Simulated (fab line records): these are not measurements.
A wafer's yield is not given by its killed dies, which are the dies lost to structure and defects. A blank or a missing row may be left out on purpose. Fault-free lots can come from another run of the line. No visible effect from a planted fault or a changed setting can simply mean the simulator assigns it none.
Struck lot and sound lot, side by side    flow n5-finfet    16 out of 1938 route steps
Sound: these wafers, L872.1, L872.3, L872.5. Struck: wafer L861.2; the same lot's L861.5 was not struck, so it is left out; see the end for the cause.
Each step with rows lists, per side, the tool, then ch with its chambers, then its first start. Under that, the readings that differ: sound wafers    struck wafers    difference of the means    sigmas: that difference in standard deviations of wafers without a fault.
alike: readings whose means differ by less than 2 such deviations, and words and numbers that are the same on both sides. not compared: withheld readings, readings that some wafer has no value for, bounds like >300 that may hide the same value, and numbers for which the record gives no deviation and whose values overlap.
A row with sigmas, a row that says differs or no value, or rows on one side alone: a step with any of these is where the two part. When numbers do not overlap yet have no deviation, they are printed without sigmas and do not part them. A reading that every wafer of one side lacks parts them only if that side has two wafers or more.

first, 9 steps without rows for these wafers: N5_BEOL_M1_COAT_05 (resist thk 30 nm); N5_BEOL_M1_EBR_07; N5_BEOL_M1_SOFTBAKE_06 (time 60 s); N5_BEOL_M1_EXPOSE_08 (exposes mask M1); N5_BEOL_M1_PEB_09 (peb time 60 s); N5_BEOL_M1_DEVELOP_10 (develop time 30 s); N5_BEOL_M1_DESCUM_16 (chemistry O2, time 7 s); N5_BEOL_M1_ETCH_74 (etches underlayer in N2/H2, target depth 6.5 nm, time 5.2 s); N5_BEOL_M1_ETCH_63 (etches SiARC in CF4, target depth 15.6 nm, time 26 s).
N5_BEOL_M1_ETCH_64: etches SOC in N2/H2, target depth 75 nm, overetch 15 nm, time 112.5 s.
  sound on rie-diel-05 ch 0,2,3, day 10 21:15; struck on rie-diel-05 ch 2, day 8 09:52
reading                                     sound        struck  difference  sigmas
model.SiARC_of_BEOL_M1_COAT_62.thk-nm (nm)  6.8 6.6 6.8  8       +1          
model.BEOL_M1.cd-offset-nm (nm)             0 0.2 0      -0.6    -0.7        
  alike: bias-w, drypump-motor-current-A, oes-product-au, rf-vpp-V, showerhead-plenum-p-Torr, throttle-valve-pct
  not compared: rf-hours-counter-h
then, 3 steps without rows for these wafers: N5_BEOL_M1_STRIP_65 (strips in N2/H2); N5_BEOL_M1_STRIP_75 (strips in N2/H2); N5_BEOL_M1_STRIP_66 (strips in CF4).
N5_BEOL_M1_HM_OPEN_17: chemistry Cl2/BCl3, target TiN, target depth 20 nm, overetch 6 nm.
  sound on rie-metal-03 ch 0,1, day 10 21:25; struck on rie-metal-03 ch 1, day 8 10:02
reading                          sound    struck  difference  sigmas
model.BEOL_M1.cd-offset-nm (nm)  0 0.2 0  -0.8    -0.9        
  alike: bias-w, drypump-motor-current-A, oes_ar_750_au, oes-product-au, throttle-valve-pct
  not compared: rf-hours-counter-h
then, 1 step without rows for these wafers: N5_BEOL_M1_STRIP_19 (strips in O2).
N5_BEOL_M4_RC_MEAS_101:
  sound on prober-01 ch 0, day 12 12:42; struck on prober-02 ch 0, day 10 03:14
reading        sound           struck  difference  sigmas
SS_P (mV/dec)  74.1 73.8 73.5  72.0    -1.8        -3
  alike: DIBL_N, DIBL_P, IOFF_N, IOFF_P, ION_N, ION_P, SS_N, VT_N, VT_P

== WHERE THEY PART ==
N5_BEOL_M4_RC_MEAS_101 only, going by this record.

WHY: what the simulator had put in
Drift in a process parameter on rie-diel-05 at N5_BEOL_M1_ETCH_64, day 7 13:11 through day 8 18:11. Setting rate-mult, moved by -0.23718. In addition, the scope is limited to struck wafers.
